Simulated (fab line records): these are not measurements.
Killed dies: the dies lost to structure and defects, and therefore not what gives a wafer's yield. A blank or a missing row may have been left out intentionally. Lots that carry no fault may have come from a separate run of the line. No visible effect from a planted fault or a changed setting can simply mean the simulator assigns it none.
Chamber matching -- flow nandHarc -- aldHk-04 running NHARC_A_CHANNEL_FILL_D2_ALD_02: 4 sister chambers
The step deposits SiO2, target thk 6 nm, pulse time 10 s, ald cycles 60. 8 wafers are shown with their chamber, then 8 later ones without.

== WAFERS, EACH WITH ITS CHAMBER ==
wafer,chamber,heaterPowerW (W),heaterPowerOuterW (W)
L927.5,1,426,230
L931.6,3,395,226
L932.1,1,428,239
L932.2,0,483,298
L938.1,2,499,269
L938.5,3,391,233
L938.6,0,491,307
L942.3,2,491,276

== WAFERS WITHOUT THEIR CHAMBER ==
wafer,heaterPowerW (W),heaterPowerOuterW (W)
L942.4,481,299
L942.5,412,217
L941.1,411,228
L941.3,493,278
L941.4,411,217
L947.2,480,301
L947.5,495,275
L947.6,408,232

== CHAMBER TAKEN BY EACH ==
wafer,from the rows above,in truth
L942.4,0,0
L942.5,can't be placed: 1 or 3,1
L941.1,can't be placed: 1 or 3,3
L941.3,2,2
L941.4,can't be placed: 3 or 1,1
L947.2,0,0
L947.5,2,2
L947.6,can't be placed: 3 or 1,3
Correct placement for 4 of the 8. Unplaceable from these rows: 4, with the true chamber sitting among the candidates in 4. 0 placed wrongly.
How it was worked out, from the rows above alone: a wafer's distance from a chamber is the root of the sum, over the readings, of the square of ((its reading less the chamber's mean) divided by the reading's scatter). If the next closest chamber is less than 2 further off than the closest, the wafer can't be placed; otherwise it belongs to the closest. A chamber's mean is the mean of its shown wafers. The scatter: take each reading less its chamber's mean, square it, sum over the shown wafers, divide by the number of wafers less the number of chambers, and take the root.
